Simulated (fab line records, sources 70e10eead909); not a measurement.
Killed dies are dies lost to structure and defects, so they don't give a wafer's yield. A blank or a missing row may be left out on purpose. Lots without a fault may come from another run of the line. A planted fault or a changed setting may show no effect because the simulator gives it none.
Which tool did it? | flow nand_harc | 6 lots, 18 wafers sampled, at 5 steps of a route of 1302

WHAT THE GAUGES READ, wafer by wafer
NHARC_END_SORT_01.
lot  | measured     | on        | killed_at_array
L617 | day 29 19:37 | prober-02 | 71 77 159

WHICH TOOL RAN EACH LOT (tool, then ch and the chambers of the sampled wafers, then the start)
lot  | NHARC_A_CONTACT_ETCH_133             | NHARC_A_BONDPAD_ETCH_12                       | NHARC_A_BONDPAD_PVD_17                  | NHARC_HYBRID_BOND_ACTIVATE_00
L606 | har_cap_etch-03 ch 0,1, day 22 17:35 | rie_diel-10 ch 0,1,3, day 23 21:44 or earlier | pvd_sputter-01, day 23 21:44 or earlier | rie_diel-06 ch 1,2,3, day 23 21:44
L610 | har_cap_etch-01 ch 0, day 23 15:31   | rie_diel-04 ch 0,1,2, day 24 18:41 or earlier | pvd_sputter-02, day 24 18:41 or earlier | rie_diel-06 ch 0,2,3, day 24 18:41
L612 | har_cap_etch-03 ch 0,1, day 25 04:28 | rie_diel-10 ch 1,2,3, day 26 08:46 or earlier | pvd_sputter-03, day 26 08:46 or earlier | rie_diel-06 ch 1,2,3, day 26 08:46
L617 | har_cap_etch-01 ch 0,1, day 27 08:26 | rie_diel-10 ch 0,2, day 28 10:46 or earlier   | pvd_sputter-03, day 28 10:46 or earlier | rie_diel-06 ch 2,3, day 28 10:46
L627 | har_cap_etch-02 ch 0,1, day 30 22:40 | rie_diel-10 ch 0,2, day 32 00:50 or earlier   | pvd_sputter-01, day 32 00:50 or earlier | rie_diel-06 ch 2,3, day 32 00:50
L628 | har_cap_etch-03 ch 0,1, day 31 13:05 | rie_diel-10 ch 1,2,3, day 32 15:53 or earlier | pvd_sputter-03, day 32 15:53 or earlier | rie_diel-06 ch 0,1,2, day 32 15:53
- NHARC_A_CONTACT_ETCH_133: etches the open film in C4F8/O2/Ar, time 374 s, target depth 1610 nm.
- NHARC_A_BONDPAD_ETCH_12: etches the open film in CHF3/O2, target depth 220 nm, time 110 s.
- NHARC_A_BONDPAD_PVD_17: deposits TaN, target thk 5 nm, time 8.06 s.
- NHARC_HYBRID_BOND_ACTIVATE_00: chemistry N2, time 60 s.

THE ANSWER, worked out from the rows above alone
Rule: what is usual is taken from the lots themselves. Put in order of their means at a reading, lots are off if they are a third of the lots or fewer, leave a main group of 4 or more, and stand apart from it by a gap of 3 or more times the standard deviation of the main group's means; of several such gaps the widest counts. A main group whose means are all the same, to the digits that the tables above print for the reading, isn't used. A lot without any number at a reading at which 4 lots or more have one is off too. The other lots that the step has rows for count as sound.
No lot is off at any reading shown: from this, nothing can be told.

WHAT THE SIMULATOR HAD PUT IN
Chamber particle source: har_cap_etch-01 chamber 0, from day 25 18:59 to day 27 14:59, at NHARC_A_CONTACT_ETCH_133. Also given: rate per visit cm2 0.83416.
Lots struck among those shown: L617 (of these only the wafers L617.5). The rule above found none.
